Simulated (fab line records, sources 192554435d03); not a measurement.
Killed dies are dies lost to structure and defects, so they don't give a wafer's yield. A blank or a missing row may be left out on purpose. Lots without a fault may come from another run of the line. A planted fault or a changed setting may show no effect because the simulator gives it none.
fab line records | flow n5_finfet
record lots=7 wafers=21
route steps=1938 shown BEOL_M10@1488 BEOL_M11@1560 BEOL_M12@1602 BEOL_M13@1685
start_h: hours from the record's first day to the start of the lot's first wafer shown | wait_h: hours since the lot's step before | " the same as in the row above | L1.1+2: a row that stands for several wafers | - no value, or no start given | * or withheld: withheld | < > ~ a bound
route shown NAME@n: a module of which the file shows steps, and the number in the route of the first | usual: mean/standard deviation of fault-free wafers | same: alike in all rows | chamber/n: place in a boat | sites: the reading at each site | _std_site: their standard deviation | _edge_site: outer sites' mean less inner sites' | radius_mm: how far each site lies from the wafer's centre | mask NAME#n: copy n | behind: the tool/chamber that last shaped the wafer | hold: why the lot was held/for how many hours/how that ended | device: the transistor (n, p or np) that didn't switch | end of line: the same wafers' tests at the end of the route | a step without rows: its recipe alone | killed: dies lost to structure and defects at the first sort, not the wafer's yield | map: a wafer's dies, x killed, . not, _ none there
set.NAME: the setting as run; set.NAME@STEP: as run at that earlier step | model.NAME: the simulator's own value behind a step, which no gauge read
lots whose settings were changed on purpose; a table a step, a row a wafer
## steps
# step N5_BEOL_M10_ETCH_62
# recipe chemistry=N2/H2 target=SOC target_depth_a=1100 overetch_a=220 mask_material=SiARC temp_c=40 time_s=165 ion_energy_ev=200 pressure_mtorr=30 source_w=840 bias_w=150 n2_flow_sccm=200 h2_flow_sccm=200
# columns lot.wafer tool chamber start_h wait_h set.time_s model.SiARC_of_BEOL_M10_COAT_60.thk_nm
L074.1 rie_diel-01 0 227.58 0.0 165 23.2
L074.2 " 2 " " 137.8 24.8
L074.5 " 0 " " 137.8 24.6
L075.1 rie_diel-01 2 233.71 0.0 198.3 22.4
L075.2 " 1 " " 198.3 22.2
L075.3 " 0 " " 165 23.4
L078.1 rie_diel-01 3 252.14 0.0 165 23.6
L078.4+5 " 0,3 " " 129 24.8
L083.3+5+6 rie_diel-05 3,1,3 296.18 0.0 165 23.6
L096.2 rie_diel-04 0 354.81 0.0 165 23.6
L096.3+4 " 3,1 " " 178.4 23
L094.1+2 rie_diel-05 3,1 356.19 0.0 165 23.6
L094.3 " 0 " " 165 23.4
L097.3 rie_diel-05 1 380.07 0.0 165 23.6
L097.4 " 2 " " 130.5 24.8
L097.5 " 0 " " 130.5 25
# step N5_BEOL_M10_STRIP_68
# recipe chemistry=N2/H2 temp_c=40 n2_flow_sccm=200 h2_flow_sccm=200 rf_frequency_hz=6e+07
# step N5_BEOL_M10_STRIP_67
# recipe chemistry=CF4 resist=SiARC power_w=300 bias_power_w=75 pressure_mtorr=50 cf4_flow_sccm=150 rf_frequency_hz=6e+07
# step N5_BEOL_M10_HM_OPEN_17
# recipe chemistry=Cl2/BCl3 target_depth_a=200 overetch_a=60 target=TiN mask_material=SOC ion_energy_ev=150 pressure_mtorr=10 icp_w=1000 bias_w=126 Cl2_flow_sccm=53.25 bcl3_flow_sccm=21.75 Ar_flow_sccm=25
# columns lot.wafer tool chamber start_h wait_h set.time_s@BEOL_M10_ETCH_62 model.etch.depth_nm
L074.1 rie_metal-03 1 227.76 0.0 165 19.91
L074.2 " 0 " " 137.8 19.85
L074.5 " 0 " " 137.8 19.78
L075.1 rie_metal-01 0 233.90 0.0 198.3 17.05
L075.2 " 1 " " 198.3 16.84
L075.3 " 0 " " 165 20.2
L078.1 rie_metal-02 1 252.32 0.0 165 20.25
L078.4 " 0 " " 129 20.4
L078.5 " 1 " " 129 20.38
L083.3 rie_metal-02 1 296.40 0.1 165 19.73
L083.5 " 1 " " 165 19.87
L083.6 " 0 " " 165 19.8
L096.2 rie_metal-03 0 355.00 0.0 165 19.96
L096.3+4 " 1,0 " " 178.4 18.58
L094.1 rie_metal-03 0 356.38 0.0 165 20.01
L094.2 " 1 " " 165 20.11
L094.3 " 1 " " 165 19.81
L097.3 rie_metal-02 0 380.29 0.1 165 19.96
L097.4 " 1 " " 130.5 20.12
L097.5 " 0 " " 130.5 20.3
# step N5_BEOL_M10_PEB_26
# recipe peb_temp_c=withheld peb_time_s=60 resist=CAR-ArF
# columns lot.wafer tool chamber start_h wait_h set.peb_time_s
L074.1+2 litho_track-02 0 228.75 0.1 55.54
L074.5 " 0 " " 60
L075.1+3 litho_track-02 0 235.08 0.1 73.42
L075.2 " 0 " " 60
L078.1 litho_track-02 0 253.64 0.1 72.98
L078.4+5 " 0 " " 60
L083.3+5 litho_track-05 0 296.97 0.0 69.39
L083.6 " 0 " " 60
L096.2 litho_track-05 0 359.45 0.1 60
L096.3+4 " 0 " " 52.77
L094.1+2+3 litho_track-01 0 359.49 0.1 60
L097.3+4+5 litho_track-02 0 381.78 0.0 60
# step N5_BEOL_M10_DEVELOP_27
# recipe develop_time_s=30 developer=TMAH resist=CAR-ArF rinse_liquid=diw dry=air_spin dev_temp_c=23
# step N5_BEOL_M10_CD_MEAS_28
# recipe target_cd_nm=70 landing_energy_ev=500 detector=se_inlens polarity=opening
# usual cd_nm=69.7/0.71
# columns lot.wafer tool chamber start_h wait_h set.peb_time_s@BEOL_M10_PEB_26 cd_nm
L074.1 cd_sem-02 0 228.82 - 55.54 66.7
L074.2 " 0 " " 55.54 65.9
L074.5 " 0 " " 60 70.5
L075.1 cd_sem-02 0 235.15 - 73.42 78.9
L075.2 " 0 " " 60 69.8
L075.3 " 0 " " 73.42 77.7
L078.1 cd_sem-03 0 253.71 - 72.98 78.4
L078.4 " 0 " " 60 69.7
L078.5 " 0 " " 60 69.8
L083.3 cd_sem-02 0 297.03 - 69.39 75.8
L083.5 " 0 " " 69.39 76.0
L083.6 " 0 " " 60 69.1
L096.2 cd_sem-02 0 359.52 - 60 70.0
L096.3 " 0 " " 52.77 64.0
L096.4 " 0 " " 52.77 63.0
L094.1 cd_sem-01 0 359.56 - 60 70.6
L094.2 " 0 " " 60 69.7
L094.3 " 0 " " 60 69.8
L097.3 cd_sem-01 0 381.85 - 60 69.9
L097.4 " 0 " " 60 69.6
L097.5 " 0 " " 60 70.0
# step N5_BEOL_M11_COAT_63
# recipe resist=SOC temp_c=250 time_s=60 spin_rpm=1500 resist_thk_nm=100
# columns lot.wafer tool chamber start_h wait_h set.spin_rpm model.SOC_of_BEOL_M11_COAT_63.thk_nm
L074.1+5 litho_track-04 0 237.04 0.0 1453 101.2
L074.2 " 0 " " 1500 99.8
L075.1 litho_track-03 0 241.27 0.4 1500 100
L075.2 " 0 " " 1500 100.2
L075.3 " 0 " " 1401 103.6
L078.1+5 litho_track-04 0 265.55 1.3 1500 99.6
L078.4 " 0 " " 1500 99.4
L083.3 litho_track-04 0 307.11 3.0 1500 100.4
L083.5 " 0 " " 1500 99.6
L083.6 " 0 " " 1500 100.6
L096.2 litho_track-03 0 367.90 2.5 1500 100.4
L096.3 " 0 " " 1500 100.6
L096.4 " 0 " " 1578 98
L094.1 litho_track-03 0 368.18 2.1 1500 100.2
L094.2+3 " 0 " " 1500 100.4
L097.3 litho_track-03 0 389.05 1.2 1340 106
L097.4 " 0 " " 1340 106.2
L097.5 " 0 " " 1500 100.2
# step N5_BEOL_M11_EXPOSE_25
# recipe mask_id=V10 na=1.35 source_shape=annular sigma_inner=0.5 sigma_outer=0.8 polarization=unpolarized dose_mj=85.5
# columns lot.wafer tool chamber start_h wait_h mask set.dose_mj
L074.1+5 arfi_scanner-03 0 237.16 - V10#0 85.5
L074.2 " 0 " " V10#0 83.26
L075.1+2+3 arfi_scanner-02 0 241.51 - V10#0 85.5
L078.1+5 arfi_scanner-03 0 265.79 - V10#0 85.5
L078.4 " 0 " " V10#0 90.36
L083.3 arfi_scanner-01 0 307.53 - V10#0 83.05
L083.5+6 " 0 " " V10#0 85.5
L096.2 arfi_scanner-01 0 368.43 - V10#0 85.5
L096.3+4 " 0 " " V10#0 88.6
L094.1+2+3 arfi_scanner-01 0 368.47 - V10#0 85.5
L097.3+4+5 arfi_scanner-03 0 389.31 - V10#0 85.5
# step N5_BEOL_M11_PEB_26
# recipe peb_temp_c=withheld peb_time_s=60 resist=CAR-ArF
# step N5_BEOL_M11_DEVELOP_27
# recipe develop_time_s=30 developer=TMAH resist=CAR-ArF rinse_liquid=diw dry=air_spin dev_temp_c=23
# step N5_BEOL_M11_CD_MEAS_28
# recipe target_cd_nm=70 landing_energy_ev=500 detector=se_inlens polarity=opening
# usual cd_nm=69.9/0.75
# columns lot.wafer tool chamber start_h wait_h set.dose_mj@BEOL_M11_EXPOSE_25 cd_nm
L074.1 cd_sem-02 0 237.29 - 85.5 69.4
L074.2 " 0 " " 83.26 68.1
L074.5 " 0 " " 85.5 70.8
L075.1 cd_sem-01 0 241.64 - 85.5 70.4
L075.2 " 0 " " 85.5 69.4
L075.3 " 0 " " 85.5 70.5
L078.1 cd_sem-01 0 265.92 - 85.5 70.7
L078.4 " 0 " " 90.36 74.8
L078.5 " 0 " " 85.5 71.8
L083.3 cd_sem-02 0 307.65 - 83.05 67.1
L083.5 " 0 " " 85.5 69.4
L083.6 " 0 " " 85.5 69.1
L096.2 cd_sem-02 0 368.56 - 85.5 69.6
L096.3 " 0 " " 88.6 73.0
L096.4 " 0 " " 88.6 72.6
L094.1 cd_sem-01 0 368.60 - 85.5 70.0
L094.2 " 0 " " 85.5 70.1
L094.3 " 0 " " 85.5 71.3
L097.3 cd_sem-03 0 389.43 - 85.5 69.9
L097.4 " 0 " " 85.5 70.2
L097.5 " 0 " " 85.5 70.5
# step N5_BEOL_M11_DESCUM_33
# recipe chemistry=O2 time_s=7.9 source_power_w=50 bias_power_w=20 pressure_mtorr=20 rf_frequency_hz=2.712e+07 temp_c=40 resist=CAR-ArF o2_flow_sccm=225
# step N5_BEOL_M11_ETCH_65
# recipe chemistry=CF4 target=SiARC target_depth_a=390 mask_material=CAR-ArF time_s=65 ion_energy_ev=80 pressure_mtorr=40 source_w=545 bias_w=36 Ar_flow_sccm=100 cf4_flow_sccm=100 ends=cleared
# step N5_BEOL_M11_ETCH_66
# recipe chemistry=N2/H2 target=SOC target_depth_a=1200 overetch_a=240 mask_material=SiARC temp_c=40 time_s=180 ion_energy_ev=200 pressure_mtorr=30 source_w=840 bias_w=150 n2_flow_sccm=200 h2_flow_sccm=200
# columns lot.wafer tool chamber start_h wait_h set.spin_rpm@BEOL_M11_COAT_63 model.etch.depth_nm
L074.1 rie_diel-02 0 237.46 0.0 1453 101.3
L074.2 " 3 " " 1500 99.75
L074.5 " 2 " " 1453 101.2
L075.1 rie_diel-02 0 241.82 0.0 1500 100
L075.2 " 2 " " 1500 100.1
L075.3 " 3 " " 1401 103.5
L078.1 rie_diel-06 0 266.10 0.0 1500 99.53
L078.4 " 3 " " 1500 99.4
L078.5 " 2 " " 1500 99.55
L083.3 rie_diel-03 1 307.82 0.0 1500 100.4
L083.5 " 0 " " 1500 99.66
L083.6 " 3 " " 1500 100.6
L096.2 rie_diel-03 3 368.77 0.0 1500 100.3
L096.3 " 0 " " 1500 100.6
L096.4 " 1 " " 1578 98.02
L094.1+3 rie_diel-06 2,3 369.15 0.0 1500 100.3
L094.2 " 0 " " 1500 100.4
L097.3 rie_diel-02 3 389.60 0.0 1340 106.1
L097.4 " 1 " " 1340 106.2
L097.5 " 2 " " 1500 100.2
# step N5_BEOL_M11_STRIP_69
# recipe chemistry=N2/H2 temp_c=40 n2_flow_sccm=200 h2_flow_sccm=200 rf_frequency_hz=6e+07
# step N5_BEOL_M11_VIA_ETCH_34
# recipe chemistry=C4F6/O2 target=SiCOH_lowk target_depth_a=1845 mask_material=SOC taper_deg=4 time_s=69.2 ion_energy_ev=250 pressure_mtorr=30 source_w=345 bias_w=185 Ar_flow_sccm=300 C4F6_flow_sccm=10 O2_flow_sccm=10
# columns lot.wafer tool chamber start_h wait_h set.spin_rpm@BEOL_M11_COAT_63 model.SOC_of_BEOL_M11_COAT_63.thk_nm
L074.1 rie_diel-02 0 237.59 0.0 1453 93
L074.2 " 3 " " 1500 91.6
L074.5 " 2 " " 1453 93.2
L075.1 rie_diel-02 0 241.94 0.0 1500 91.8
L075.2 " 2 " " 1500 92.2
L075.3 " 3 " " 1401 95.6
L078.1+5 rie_diel-06 0,2 266.22 0.0 1500 91.4
L078.4 " 3 " " 1500 91.2
L083.3 rie_diel-03 1 307.94 0.0 1500 92.2
L083.5 " 0 " " 1500 91.6
L083.6 " 3 " " 1500 92.6
L096.2 rie_diel-03 3 368.90 0.0 1500 92.4
L096.3 " 0 " " 1500 92.8
L096.4 " 1 " " 1578 90
L094.1+2+3 rie_diel-06 2,0,3 369.27 0.0 1500 92.2
L097.3+4 rie_diel-02 3,1 389.72 0.0 1340 98.2
L097.5 " 2 " " 1500 92.4
# step N5_BEOL_M12_ILD_DEP_00
# recipe material=SiOC target_thk_a=6589.2 temp_c=350 precursor=DEMS/O2 pressure_torr=5 rf_w=500 time_s=130.7
# columns lot.wafer tool chamber start_h wait_h set.time_s model.SiOC_of_BEOL_M12_ILD_DEP_00.thk_nm
L074.1 pecvd-04 2 240.79 0.0 140.4 692.2
L074.2 " 0 " " 140.4 694.6
L074.5 " 2 " " 130.7 649.8
L075.1 pecvd-04 1 245.96 0.0 130.7 655.2
L075.2 " 2 " " 130.7 641.2
L075.3 " 0 " " 130.7 646.2
L078.1 pecvd-02 0 270.60 0.0 138.3 692
L078.4 " 0 " " 138.3 707
L078.5 " 2 " " 130.7 661
L083.3 pecvd-01 2 311.48 0.0 115.5 572
L083.5 " 1 " " 130.7 668.4
L083.6 " 2 " " 115.5 585.2
L096.2 pecvd-02 0 371.82 0.0 123.9 624.2
L096.3 " 2 " " 130.7 656
L096.4 " 1 " " 123.9 640
L094.1 pecvd-04 2 373.83 0.0 130.7 653.6
L094.2 " 0 " " 130.7 655.4
L094.3 " 1 " " 130.7 663
L097.3 pecvd-02 1 392.69 0.0 130.7 649.8
L097.4 " 0 " " 130.7 666.6
L097.5 " 2 " " 141.7 723.2
# step N5_BEOL_M12_THK_MEAS_01
# recipe reads=SiOC_of_BEOL_M12_ILD_DEP_00
# usual M12_ILD_THK=658/8.6
# columns lot.wafer tool chamber start_h wait_h set.time_s@BEOL_M12_ILD_DEP_00 M12_ILD_THK[nm]
L074.1 film_metro-02 - 240.92 0.1 140.4 692
L074.2 " - " " 140.4 694
L074.5 " - " " 130.7 649
L075.1 film_metro-01 - 246.10 0.1 130.7 655
L075.2 " - " " 130.7 641
L075.3 " - " " 130.7 646
L078.1 film_metro-02 - 270.73 0.1 138.3 693
L078.4 " - " " 138.3 707
L078.5 " - " " 130.7 661
L083.3 film_metro-01 - 311.61 0.1 115.5 572
L083.5 " - " " 130.7 669
L083.6 " - " " 115.5 585
L096.2 film_metro-02 - 371.96 0.1 123.9 624
L096.3 " - " " 130.7 656
L096.4 " - " " 123.9 640
L094.1 film_metro-02 - 373.96 0.1 130.7 653
L094.2 " - " " 130.7 655
L094.3 " - " " 130.7 663
L097.3 film_metro-01 - 392.83 0.1 130.7 650
L097.4 " - " " 130.7 666
L097.5 " - " " 141.7 723
# step N5_BEOL_M12_COAT_58
# recipe resist=BARC temp_c=205 time_s=60 spin_rpm=1500 resist_thk_nm=89
# step N5_BEOL_M12_COAT_04
# recipe spin_rpm=1625 resist_thk_nm=400
# step N5_BEOL_M12_DESCUM_15
# recipe chemistry=O2 time_s=7.9 source_power_w=50 bias_power_w=20 pressure_mtorr=20 rf_frequency_hz=2.712e+07 temp_c=40 o2_flow_sccm=225
# step N5_BEOL_M12_ETCH_59
# recipe chemistry=N2/H2 target=BARC target_depth_a=890 overetch_a=267 time_s=67.9 ion_energy_ev=200 pressure_mtorr=30 source_w=840 bias_w=150 n2_flow_sccm=200 h2_flow_sccm=200
# step N5_BEOL_M12_VIA_ETCH_16
# recipe chemistry=C4F8/O2/Ar target=SiOC pressure_mtorr=30 source_w=3000 bias_w=700 Ar_flow_sccm=400 C4F8_flow_sccm=15 O2_flow_sccm=8 he_inner_torr=15 he_outer_torr=30 target_depth_a=7248 time_s=withheld ion_energy_ev=250 ends=cleared
# columns lot.wafer tool chamber start_h wait_h set.time_s@BEOL_M12_ILD_DEP_00 model.etch.depth_nm model.coat_of_BEOL_M12_COAT_04.thk_nm
L074.1 rie_diel-04 1 241.40 0.0 * 692.3 111.4
L074.2 " 3 " " * 694.6 111.8
L074.5 " 0 " " * 649.8 124.6
L075.1 rie_diel-01 0 246.76 0.0 * 655.1 122.2
L075.2 " 1 " " * 641.1 127
L075.3 " 3 " " * 646.2 124.2
L078.1 rie_diel-04 2 271.21 0.0 * 691.9 111.6
L078.4 " 1 " " * 706.9 108.2
L078.5 " 0 " " * 660.9 121.2
L083.3 rie_diel-04 1 312.21 0.0 * 572 147.6
L083.5 " 0 " " * 668.5 121.4
L083.6 " 3 " " * 585.1 143.2
L096.2 rie_diel-01 3 372.65 0.0 * 624.2 135.4
L096.3 " 0 " " * 656.1 126.2
L096.4 " 1 " " * 640 132
L094.1 rie_diel-04 2 374.50 0.0 * 653.6 125.2
L094.2 " 3 " " * 655.3 124.6
L094.3 " 1 " " * 662.9 122
L097.3 rie_diel-01 0 393.31 0.0 * 649.8 122.4
L097.4 " 1 " " * 666.5 117.8
L097.5 " 0 " " * 723.1 103.2
# step N5_BEOL_M12_STRIP_63
# recipe chemistry=N2/H2 power_w=1000 temp_c=250 h2_frac=0.65 overash_fraction=0.3 pressure_mtorr=1000 n2_flow_sccm=1750 h2_flow_sccm=3250
# usual strip_time_to_endpoint_s=42.4/0.74
# columns lot.wafer tool chamber start_h wait_h set.time_s@BEOL_M12_ILD_DEP_00 strip_time_to_endpoint_s
L074.1 plasma_asher-02 1 241.60 - 140.4 39.3
L074.2 " 0 " " 140.4 39.4
L074.5 " 0 " " 130.7 42.9
L075.1 plasma_asher-01 0 246.96 - 130.7 42.2
L075.2 " 1 " " 130.7 43.6
L075.3 " 1 " " 130.7 42.8
L078.1 plasma_asher-01 1 271.40 - 138.3 39.4
L078.4 " 1 " " 138.3 38.5
L078.5 " 1 " " 130.7 42.0
L083.3 plasma_asher-02 1 312.43 - 115.5 49.0
L083.5 " 0 " " 130.7 42.0
L083.6 " 1 " " 115.5 47.9
L096.2 plasma_asher-01 0 372.85 - 123.9 45.8
L096.3 " 1 " " 130.7 43.4
L096.4 " 0 " " 123.9 44.9
L094.1 plasma_asher-01 1 374.70 - 130.7 43.1
L094.2 " 0 " " 130.7 42.9
L094.3 " 0 " " 130.7 42.2
L097.3 plasma_asher-01 0 393.53 - 130.7 42.3
L097.4 " 1 " " 130.7 41.1
L097.5 " 1 " " 141.7 37.1
# step N5_BEOL_M12_STRIP_64
# recipe chemistry=N2/H2 power_w=1000 temp_c=250 h2_frac=0.65 overash_fraction=0.3 pressure_mtorr=withheld n2_flow_sccm=1750 h2_flow_sccm=3250
# step N5_BEOL_M12_STRIP_71
# recipe chemistry=post_etch_residue_remover time_s=60 temp_c=25 remover_ph=withheld remover_water_wt_pct=withheld remover_fluoride_wt_pct=withheld
# step N5_BEOL_M12_STRIP_37
# recipe chemistry=N2/H2 power_w=1000 temp_c=250 h2_frac=0.65 overash_fraction=0.3 pressure_mtorr=withheld n2_flow_sccm=1750 h2_flow_sccm=3250
# step N5_BEOL_M12_ETCH_38
# recipe chemistry=CF4/N2 target=SiCN target_depth_a=687 taper_deg=2 time_s=73.4 ion_energy_ev=150 mask_material=SiO2 pressure_mtorr=40 source_w=430 bias_w=70 Ar_flow_sccm=100 cf4_flow_sccm=60 n2_flow_sccm=60
# columns lot.wafer tool chamber start_h wait_h set.time_s@BEOL_M12_ILD_DEP_00 model.SiOC_of_BEOL_M12_ILD_DEP_00.thk_nm
L074.1 rie_diel-04 2 246.02 - 140.4 643.2
L074.2 " 0 " " 140.4 645.6
L074.5 " 1 " " 130.7 599.8
L075.1 rie_diel-01 1 248.52 - 130.7 606.6
L075.2 " 0 " " 130.7 591.6
L075.3 " 3 " " 130.7 596.8
L078.1 rie_diel-05 1 272.90 - 138.3 643
L078.4 " 3 " " 138.3 658.4
L078.5 " 0 " " 130.7 611.8
L083.3 rie_diel-01 0 317.71 - 115.5 522.6
L083.5 " 2 " " 130.7 618.2
L083.6 " 1 " " 115.5 536.2
L096.2 rie_diel-05 2 375.61 - 123.9 574.8
L096.3 " 0 " " 130.7 607.6
L096.4 " 2 " " 123.9 590.2
L094.1 rie_diel-04 1 377.75 - 130.7 603.4
L094.2 " 2 " " 130.7 606.2
L094.3 " 0 " " 130.7 613.8
L097.3 rie_diel-04 3 395.41 - 130.7 600.2
L097.4 " 1 " " 130.7 617.2
L097.5 " 0 " " 141.7 674.4
# step N5_BEOL_M13_EXPOSE_25
# recipe mask_id=M13 na=0.93 source_shape=conventional sigma_outer=0.4 polarization=unpolarized target_cd_nm=210 dose_mj=22
# columns lot.wafer tool chamber start_h wait_h mask set.dose_mj
L074.1+2+5 krf_scanner-01 0 249.20 - M13#0 22
L075.1+2+3 krf_scanner-02 0 252.20 - M13#0 22
L078.1+4+5 krf_scanner-02 0 278.55 - M13#0 22.67
L083.3+5 krf_scanner-02 0 321.12 - M13#0 22
L083.6 " 0 " " M13#0 20.93
L096.2+3+4 krf_scanner-02 0 379.26 - M13#0 22
L094.1+2+3 krf_scanner-02 0 382.21 - M13#0 22
L097.3+5 krf_scanner-01 0 398.66 - M13#0 23.05
L097.4 " 0 " " M13#0 22
## key
split step=N5_BEOL_M10_ETCH_62 setting=time_s stated=165 by=wafer
response step=N5_BEOL_M10_ETCH_62 reading=model.SiARC_of_BEOL_M10_COAT_60.thk_nm change=-0.0634 per=1% r=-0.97
response step=N5_BEOL_M10_HM_OPEN_17 reading=model.etch.depth_nm shape=bent at_lowest=20.39 at_stated=19.96 at_highest=16.94
split step=N5_BEOL_M10_PEB_26 setting=peb_time_s stated=60 by=wafer
response step=N5_BEOL_M10_CD_MEAS_28 reading=cd_nm change=+0.42 per=1% r=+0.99
split step=N5_BEOL_M11_COAT_63 setting=spin_rpm stated=1500 by=wafer
response step=N5_BEOL_M11_COAT_63 reading=model.SOC_of_BEOL_M11_COAT_63.thk_nm change=-0.533 per=1% r=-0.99
response step=N5_BEOL_M11_ETCH_66 reading=model.etch.depth_nm change=-0.535 per=1% r=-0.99
response step=N5_BEOL_M11_VIA_ETCH_34 reading=model.SOC_of_BEOL_M11_COAT_63.thk_nm change=-0.535 per=1% r=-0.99
split step=N5_BEOL_M11_EXPOSE_25 setting=dose_mj stated=85.5 by=wafer
response step=N5_BEOL_M11_CD_MEAS_28 reading=cd_nm change=+0.715 per=1% r=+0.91
split step=N5_BEOL_M12_ILD_DEP_00 setting=time_s stated=130.7 by=wafer
response step=N5_BEOL_M12_ILD_DEP_00 reading=model.SiOC_of_BEOL_M12_ILD_DEP_00.thk_nm change=+7.03 per=1% r=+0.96
response step=N5_BEOL_M12_THK_MEAS_01 reading=M12_ILD_THK change=+7.02 per=1% r=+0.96
response step=N5_BEOL_M12_VIA_ETCH_16 reading=model.etch.depth_nm change=+7.03 per=1% r=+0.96
response step=N5_BEOL_M12_VIA_ETCH_16 reading=model.coat_of_BEOL_M12_COAT_04.thk_nm change=-1.93 per=1% r=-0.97
response step=N5_BEOL_M12_STRIP_63 reading=strip_time_to_endpoint_s change=* per=1% r=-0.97
response step=N5_BEOL_M12_ETCH_38 reading=model.SiOC_of_BEOL_M12_ILD_DEP_00.thk_nm change=+7.06 per=1% r=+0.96
split step=N5_BEOL_M13_EXPOSE_25 setting=dose_mj stated=22 by=wafer
response none in this file
